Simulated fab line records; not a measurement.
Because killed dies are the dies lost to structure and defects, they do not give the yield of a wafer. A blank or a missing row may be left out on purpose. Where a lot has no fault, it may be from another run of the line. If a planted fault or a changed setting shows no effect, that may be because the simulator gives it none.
Which tool did it? ; flow n5-finfet ; 24 lots with 72 wafers sampled at 6 steps, on a route of 1938 steps

## WHAT THE GAUGES SHOWED, per wafer
The record lacks any reading of a measuring or inspecting step that a usual standard deviation could be used to judge.

## WHICH TOOL RAN EACH LOT (tool, then ch and the chambers of the sampled wafers, then the start)
lot;N5_HKMG_FIN_ALD_79;N5_HKMG_FIN_STRIP_19;N5_HKMG_FIN_STRIP_89;N5_HKMG_FIN_ETCHBACK_68;N5_HKMG_FIN_ALD_21;N5_GATE_CUT_PECVD_57
L074;ald-metal-01 ch 0,1,3, day 3 23:42;plasma-asher-02 ch 0, day 4 02:30;rie-diel-06 ch 0,2,3, day 4 03:17;rie-metal-02 ch 0, day 4 04:33;ald-metal-01 ch 0,1,2, day 4 05:10;pecvd-04 ch 1,2, day 4 09:34
L075;ald-metal-04 ch 0,2,3, day 4 10:10;plasma-asher-01 ch 0,1, day 4 12:50;rie-diel-03 ch 1,2, day 4 13:41;rie-metal-02 ch 1, day 4 15:15;ald-metal-04 ch 0,2, day 4 15:47;pecvd-04 ch 0,1,2, day 4 19:56
L076;ald-metal-04 ch 0,1, day 4 12:17;plasma-asher-02 ch 1, day 4 15:15;rie-diel-01 ch 0,1,2, day 4 16:02;rie-metal-03 ch 0,1, day 4 17:16;ald-metal-02 ch 0,1, day 4 17:47;pecvd-04 ch 0,1,2, day 4 22:53
L077;ald-metal-04 ch 0,1,3, day 4 18:39;plasma-asher-01 ch 0,1, day 4 21:15;rie-diel-06 ch 2,3, day 4 22:03;rie-metal-03 ch 0,1, day 4 23:23;ald-metal-01 ch 1,2, day 4 23:55;pecvd-02 ch 0,2, day 5 04:00
L078;ald-metal-04 ch 0,2,3, day 4 23:55;plasma-asher-01 ch 0,1, day 5 03:11;rie-diel-03 ch 1,2,3, day 5 04:04;rie-metal-02 ch 0,1, day 5 05:18;ald-metal-04 ch 0,1,3, day 5 05:49;pecvd-03 ch 0,1,2, day 5 09:54
L079;ald-metal-04 ch 0,1, day 5 04:55;plasma-asher-01 ch 0,1, day 5 07:23;rie-diel-06 ch 0,2,3, day 5 08:10;rie-metal-02 ch 0,1, day 5 09:24;ald-metal-01 ch 0,2,3, day 5 10:01;pecvd-02 ch 0,1,2, day 5 14:30
L080;ald-metal-04 ch 0,1,3, day 5 13:23;plasma-asher-02 ch 0,1, day 5 16:55;rie-diel-03 ch 1,2,3, day 5 17:56;rie-metal-01 ch 0,1, day 5 19:13;ald-metal-04 ch 0,1,3, day 5 19:44;pecvd-02 ch 0,1, day 5 23:56
L081;ald-metal-02 ch 1,2,3, day 5 20:06;plasma-asher-02 ch 0,1, day 5 22:40;rie-diel-03 ch 0,2, day 5 23:27;rie-metal-02 ch 0,1, day 6 00:41;ald-metal-02 ch 0,2,3, day 6 01:13;pecvd-03 ch 0,1, day 6 05:25
L082;ald-metal-02 ch 0,1,2, day 6 02:29;plasma-asher-01 ch 0,1, day 6 05:05;rie-diel-06 ch 0,2, day 6 05:53;rie-metal-01 ch 1, day 6 07:08;ald-metal-01 ch 1,2, day 6 07:39;pecvd-03 ch 0,2, day 6 11:44
L083;ald-metal-01 ch 0,1,2, day 6 14:26;plasma-asher-01 ch 0,1, day 6 16:58;rie-diel-03 ch 0,1,2, day 6 17:45;rie-metal-02 ch 0,1, day 6 18:59;ald-metal-04 ch 0,1,3, day 6 19:31;pecvd-03 ch 0,1,2, day 6 23:43
L084;ald-metal-01 ch 2,3, day 6 16:05;plasma-asher-01 ch 0,1, day 6 18:34;rie-diel-03 ch 0,1,3, day 6 19:21;rie-metal-03 ch 0,1, day 6 20:55;ald-metal-04 ch 0,2,3, day 6 21:26;pecvd-03 ch 1,2, day 7 01:50
L085;ald-metal-02 ch 1,3, day 6 22:43;plasma-asher-02 ch 0,1, day 7 01:31;rie-diel-01 ch 0,1,2, day 7 02:25;rie-metal-01 ch 1, day 7 03:39;ald-metal-01 ch 1,3, day 7 04:10;pecvd-04 ch 0,2, day 7 08:16
L086;ald-metal-04 ch 2,3, day 7 02:29;plasma-asher-01 ch 1, day 7 05:10;rie-diel-01 ch 0,2,3, day 7 05:57;rie-metal-03 ch 0,1, day 7 07:11;ald-metal-04 ch 2,3, day 7 07:43;pecvd-04 ch 0,1, day 7 12:11
L087;ald-metal-01 ch 0,2,3, day 7 06:57;plasma-asher-02 ch 0,1, day 7 10:04;rie-diel-06 ch 0,1,2, day 7 10:53;rie-metal-03 ch 0,1, day 7 12:08;ald-metal-01 ch 0,2, day 7 12:40;pecvd-03 ch 1,2, day 7 17:01
L088;ald-metal-04 ch 0,1,2, day 7 16:22;plasma-asher-01 ch 0,1, day 7 19:02;rie-diel-03 ch 0,2,3, day 7 19:49;rie-metal-01 ch 0,1, day 7 21:04;ald-metal-02 ch 0,1,3, day 7 21:35;pecvd-02 ch 0,2, day 8 01:40
L089;ald-metal-04 ch 0,2, day 7 18:17;plasma-asher-01 ch 1, day 7 20:53;rie-diel-06 ch 1,2, day 7 21:40;rie-metal-03 ch 0,1, day 7 22:57;ald-metal-02 ch 1,2, day 7 23:29;pecvd-04 ch 0,1, day 8 04:04
L090;ald-metal-04 ch 0,2,3, day 8 03:31;plasma-asher-01 ch 0,1, day 8 06:00;rie-diel-01 ch 1,2,3, day 8 06:52;rie-metal-03 ch 0,1, day 8 08:17;ald-metal-02 ch 0,1,2, day 8 08:49;pecvd-02 ch 0,1, day 8 13:11
L091;ald-metal-02 ch 0,1,3, day 8 05:21;plasma-asher-01 ch 0,1, day 8 08:17;rie-diel-01 ch 0,1, day 8 08:57;rie-metal-01 ch 0,1, day 8 10:22;ald-metal-04 ch 2,3, day 8 10:50;pecvd-02 ch 1,2, day 8 18:37
L092;ald-metal-01 ch 1,2, day 8 15:59;plasma-asher-01 ch 0,1, day 8 18:35;rie-diel-01 ch 0,1,3, day 8 19:22;rie-metal-02 ch 0,1, day 8 20:37;ald-metal-02 ch 0,1,3, day 8 21:08;pecvd-04 ch 0,2, day 9 03:04
L093;ald-metal-01 ch 2,3, day 8 19:35;plasma-asher-02 ch 0,1, day 8 22:11;rie-diel-03 ch 1,2,3, day 8 22:53;rie-metal-01 ch 0,1, day 9 00:07;ald-metal-02 ch 1,2, day 9 00:37;pecvd-04 ch 0,1,2, day 9 05:16
L094;ald-metal-01 ch 1,2,3, day 9 03:25;plasma-asher-01 ch 0,1, day 9 06:10;rie-diel-03 ch 0,2,3, day 9 06:58;rie-metal-02 ch 0,1, day 9 08:12;ald-metal-01 ch 0,2,3, day 9 08:43;pecvd-02 ch 0,1, day 9 13:07
L095;ald-metal-02 ch 0,1,2, day 9 08:00;plasma-asher-02 ch 0,1, day 9 10:37;rie-diel-03 ch 1,2,3, day 9 11:24;rie-metal-01 ch 1, day 9 12:38;ald-metal-01 ch 1,2,3, day 9 13:10;pecvd-02 ch 0,1,2, day 9 18:10
L096;ald-metal-04 ch 1,2, day 9 14:29;plasma-asher-01 ch 0,1, day 9 17:17;rie-diel-06 ch 1,2,3, day 9 18:13;rie-metal-03 ch 0,1, day 9 19:26;ald-metal-02 ch 1,2, day 9 19:58;pecvd-02 ch 0,2, day 10 00:26
L097;ald-metal-01 ch 2,3, day 9 20:44;plasma-asher-01 ch 1, day 9 23:20;rie-diel-03 ch 0,2,3, day 10 00:07;rie-metal-01 ch 1, day 10 01:27;ald-metal-04 ch 1,2, day 10 02:05;pecvd-03 ch 1,2, day 10 06:17
- N5_HKMG_FIN_ALD_79: deposits TiN, target thk 1.5 nm, pulse time 1 s, purge time 3 s.
- N5_HKMG_FIN_STRIP_19: strips in N2/H2, time 360 s.
- N5_HKMG_FIN_STRIP_89: strips SOC in N2/H2, time 20 s.
- N5_HKMG_FIN_ETCHBACK_68: etches the open film in Cl2/Ar, stops on HfO2, target depth 0.5 nm.
- N5_HKMG_FIN_ALD_21: deposits TiN, target thk 1.5 nm, pulse time 1 s, purge time 3 s.
- N5_GATE_CUT_PECVD_57: deposits SiNx from SiH4/NH3/N2, target thk 21 nm.

## AS READ BY THE TOOLS THEMSELVES (means over the sampled wafers that have a number; for cases with no such wafer, the mark the record gives instead)
N5_HKMG_FIN_ALD_79. Usual: heater-power-w 891 W, standard deviation 110; precursor-pulse-height-rel 1.000, standard deviation 0.022.
lot;tool;heater-power-w (W);precursor-pulse-height-rel;flag
L074;ald-metal-01;876;1.006;
L075;ald-metal-04;899;0.987;
L076;ald-metal-04;859;1.000;
L077;ald-metal-04;957;1.002;
L078;ald-metal-04;883;1.000;
L079;ald-metal-04;861;0.994;
L080;ald-metal-04;950;0.999;
L081;ald-metal-02;877;0.985;
L082;ald-metal-02;879;0.984;
L083;ald-metal-01;942;0.987;
L084;ald-metal-01;870;0.991;
L085;ald-metal-02;803;1.014;
L086;ald-metal-04;879;1.005;
L087;ald-metal-01;907;0.993;
L088;ald-metal-04;835;0.996;
L089;ald-metal-04;806;1.023;
L090;ald-metal-04;891;0.998;
L091;ald-metal-02;789;0.987;
L092;ald-metal-01;945;1.029;
L093;ald-metal-01;939;1.006;
L094;ald-metal-01;908;1.007;
L095;ald-metal-02;875;0.999;
L096;ald-metal-04;871;1.024;
L097;ald-metal-01;923;0.984;

N5_HKMG_FIN_STRIP_19. Usual: drypump-motor-current-A 5.7 A, standard deviation 0.41; h2-flow-sccm 3251 sccm, standard deviation 9.1; heater-power-w 486 W, standard deviation 45.
lot;tool;drypump-motor-current-A (A);h2-flow-sccm (sccm);heater-power-w (W);flag
L074;plasma-asher-02;5.9;3264;438;
L075;plasma-asher-01;5.5;3256;483;
L076;plasma-asher-02;5.6;3250;565;
L077;plasma-asher-01;5.9;3252;469;
L078;plasma-asher-01;5.5;3247;492;
L079;plasma-asher-01;5.9;3252;466;
L080;plasma-asher-02;5.7;3240;524;
L081;plasma-asher-02;5.8;3256;487;
L082;plasma-asher-01;5.5;3247;495;
L083;plasma-asher-01;5.9;3259;469;
L084;plasma-asher-01;5.9;3246;469;
L085;plasma-asher-02;5.8;3241;481;
L086;plasma-asher-01;6.2;3248;444;
L087;plasma-asher-02;5.7;3254;523;
L088;plasma-asher-01;5.9;3248;469;
L089;plasma-asher-01;6.2;3257;443;
L090;plasma-asher-01;5.9;3246;465;
L091;plasma-asher-01;5.9;3255;469;
L092;plasma-asher-01;5.9;3255;475;
L093;plasma-asher-02;5.8;3256;478;
L094;plasma-asher-01;5.5;3237;485;
L095;plasma-asher-02;5.8;3254;475;
L096;plasma-asher-01;5.5;3251;485;
L097;plasma-asher-01;6.2;3252;445;

N5_HKMG_FIN_STRIP_89. Usual: drypump-motor-current-A is 5.6 A with standard deviation 0.49, h2-flow-sccm is 300.0 sccm with standard deviation 0.83, oes-product-au is 0.78 a.u. with standard deviation 0.078, power-w is 499.9 W with standard deviation 1.5, rf-vpp-V is 54.2 V with standard deviation 0.86, showerhead-plenum-p-Torr is 3.36 Torr with standard deviation 0.11, and throttle-valve-pct is 19.1 % with standard deviation 0.32.
lot;tool;drypump-motor-current-A (A);h2-flow-sccm (sccm);oes-product-au (a.u.);power-w (W);rf-vpp-V (V);showerhead-plenum-p-Torr (Torr);throttle-valve-pct (%);flag
L074;rie-diel-06;5.1;300.3;0.82;500.5;54.8;3.36;19.4;
L075;rie-diel-03;5.5;300.6;0.76;500.1;54.3;3.23;18.9;
L076;rie-diel-01;5.5;300.3;0.75;498.5;54.0;3.39;19.2;
L077;rie-diel-06;5.1;299.9;0.84;499.3;53.9;3.28;19.3;
L078;rie-diel-03;5.5;299.5;0.73;500.1;53.8;3.30;19.0;
L079;rie-diel-06;5.1;301.2;0.81;500.9;53.9;3.35;19.4;
L080;rie-diel-03;5.5;300.5;0.73;500.3;54.3;3.29;19.0;
L081;rie-diel-03;6.0;299.7;0.72;500.1;54.2;3.29;19.2;
L082;rie-diel-06;5.1;299.6;0.77;498.2;55.0;3.41;19.5;
L083;rie-diel-03;5.7;300.1;0.74;501.2;53.9;3.31;19.0;
L084;rie-diel-03;5.6;300.2;0.84;500.1;53.2;3.38;18.9;
L085;rie-diel-01;5.5;299.9;0.73;499.9;54.1;3.38;19.3;
L086;rie-diel-01;5.7;300.0;0.80;498.4;54.2;3.47;19.1;
L087;rie-diel-06;5.2;299.5;0.78;499.0;53.1;3.37;19.3;
L088;rie-diel-03;5.9;300.0;0.79;500.9;54.4;3.36;19.2;
L089;rie-diel-06;5.3;299.1;0.79;498.8;54.5;3.33;19.1;
L090;rie-diel-01;5.9;299.8;0.87;500.2;54.0;3.46;19.1;
L091;rie-diel-01;5.7;300.1;0.88;499.3;53.1;3.30;19.1;
L092;rie-diel-01;6.0;299.7;0.84;500.1;54.4;3.39;19.0;
L093;rie-diel-03;5.5;300.5;0.81;499.9;53.3;3.28;18.9;
L094;rie-diel-03;6.0;300.1;0.77;499.7;54.7;3.35;19.2;
L095;rie-diel-03;5.5;298.6;0.79;500.6;53.6;3.28;18.9;
L096;rie-diel-06;5.2;300.7;0.78;498.1;53.3;3.29;19.3;
L097;rie-diel-03;6.0;299.5;0.76;499.5;54.7;3.35;19.2;

N5_HKMG_FIN_ETCHBACK_68. Usual: bias-w 60.01 W, standard deviation 0.18; drypump-motor-current-A 5.8 A, standard deviation 0.58; mfc-ar-sccm 60.01 sccm, standard deviation 0.17; oes-product-au 0.67 a.u., standard deviation 0.06; throttle-valve-pct 20.99 %, standard deviation 0.16.
lot;tool;bias-w (W);drypump-motor-current-A (A);mfc-ar-sccm (sccm);oes-product-au (a.u.);throttle-valve-pct (%);flag
L074;rie-metal-02;60.09;5.9;60.00;0.67;21.05;
L075;rie-metal-02;59.97;6.3;59.93;0.68;21.27;
L076;rie-metal-03;60.05;5.4;59.91;0.65;20.98;
L077;rie-metal-03;60.09;5.4;59.85;0.65;20.99;
L078;rie-metal-02;60.02;6.1;60.02;0.67;21.20;
L079;rie-metal-02;59.84;6.0;60.04;0.66;21.14;
L080;rie-metal-01;59.89;5.6;59.92;0.71;20.80;
L081;rie-metal-02;60.15;6.0;60.16;0.66;21.13;
L082;rie-metal-01;59.77;5.5;60.21;0.78;20.73;
L083;rie-metal-02;59.92;6.1;60.06;0.67;21.21;
L084;rie-metal-03;60.21;6.0;60.01;0.67;20.98;
L085;rie-metal-01;60.15;5.5;59.97;0.78;20.75;
L086;rie-metal-03;60.03;6.0;60.03;0.67;20.98;
L087;rie-metal-03;59.79;6.0;60.15;0.66;20.99;
L088;rie-metal-01;60.00;5.6;60.08;0.71;20.80;
L089;rie-metal-03;60.15;5.4;60.12;0.64;20.99;
L090;rie-metal-03;59.81;5.4;60.01;0.61;21.04;
L091;rie-metal-01;59.99;5.7;59.99;0.71;20.81;
L092;rie-metal-02;60.03;6.0;59.96;0.65;21.17;
L093;rie-metal-01;60.11;5.8;59.98;0.65;20.85;
L094;rie-metal-02;59.94;6.0;59.93;0.65;21.15;
L095;rie-metal-01;60.05;5.5;60.12;0.77;20.76;
L096;rie-metal-03;60.21;5.4;60.00;0.63;21.01;
L097;rie-metal-01;59.99;5.5;60.13;0.75;20.76;

N5_HKMG_FIN_ALD_21. Usual: heater-power-w 890 W, standard deviation 110; precursor-pulse-height-rel 1.002, standard deviation 0.019.
lot;tool;heater-power-w (W);precursor-pulse-height-rel;flag
L074;ald-metal-01;937;1.025;
L075;ald-metal-04;790;0.984;
L076;ald-metal-02;799;1.011;
L077;ald-metal-01;934;1.003;
L078;ald-metal-04;939;1.013;
L079;ald-metal-01;891;1.019;
L080;ald-metal-04;962;1.000;
L081;ald-metal-02;844;1.007;
L082;ald-metal-01;968;1.018;
L083;ald-metal-04;940;0.980;
L084;ald-metal-04;908;1.017;
L085;ald-metal-01;878;0.994;
L086;ald-metal-04;999;1.002;
L087;ald-metal-01;940;1.013;
L088;ald-metal-02;777;0.995;
L089;ald-metal-02;879;1.006;
L090;ald-metal-02;869;1.002;
L091;ald-metal-04;982;0.993;
L092;ald-metal-02;786;0.998;
L093;ald-metal-02;889;1.002;
L094;ald-metal-01;907;1.016;
L095;ald-metal-01;914;1.008;
L096;ald-metal-02;959;0.984;
L097;ald-metal-04;822;0.997;

N5_GATE_CUT_PECVD_57. Usual: heater-power-w 719 W, standard deviation 74; showerhead-plenum-p-Torr 5.14 Torr, standard deviation 0.059; throttle-valve-pct 39.8 %, standard deviation 1.8.
lot;tool;heater-power-w (W);showerhead-plenum-p-Torr (Torr);throttle-valve-pct (%);flag
L074;pecvd-04;724;5.12;41.7;
L075;pecvd-04;702;5.11;40.7;
L076;pecvd-04;750;5.11;40.9;
L077;pecvd-02;761;5.10;37.5;
L078;pecvd-03;733;5.16;39.8;
L079;pecvd-02;695;5.16;38.6;
L080;pecvd-02;742;5.15;40.4;
L081;pecvd-03;727;5.13;40.4;
L082;pecvd-03;705;5.12;40.3;
L083;pecvd-03;729;5.17;39.8;
L084;pecvd-03;692;5.21;38.9;
L085;pecvd-04;707;5.12;40.5;
L086;pecvd-04;723;5.10;40.3;
L087;pecvd-03;712;5.20;38.9;
L088;pecvd-02;749;5.10;38.0;
L089;pecvd-04;716;5.10;40.2;
L090;pecvd-02;831;5.14;40.8;
L091;pecvd-02;642;5.15;37.3;
L092;pecvd-04;638;5.13;41.6;
L093;pecvd-04;687;5.10;41.0;
L094;pecvd-02;698;5.20;40.1;
L095;pecvd-02;746;5.16;38.8;
L096;pecvd-02;776;5.10;39.9;
L097;pecvd-03;750;5.20;39.1;

## THE ANSWER, worked out from the rows above alone
Rule: take the mean of a lot's wafers that have a number; if it is more than 3 standard deviations from the usual mean, the lot is off. Also off: a lot with no number at a reading for which 4 or more lots have one. Any other lot the step has rows for is counted as sound. After the gauges, taken in route order, come the tools' own readings; for these a lot's mean is taken, as printed above. At the first step where some lot is off, the reading lying furthest off is the one used; lots without a number count as furthest.
Nothing can be told from this: no lot is off at any reading shown.

## WHAT THE SIMULATOR PUT IN
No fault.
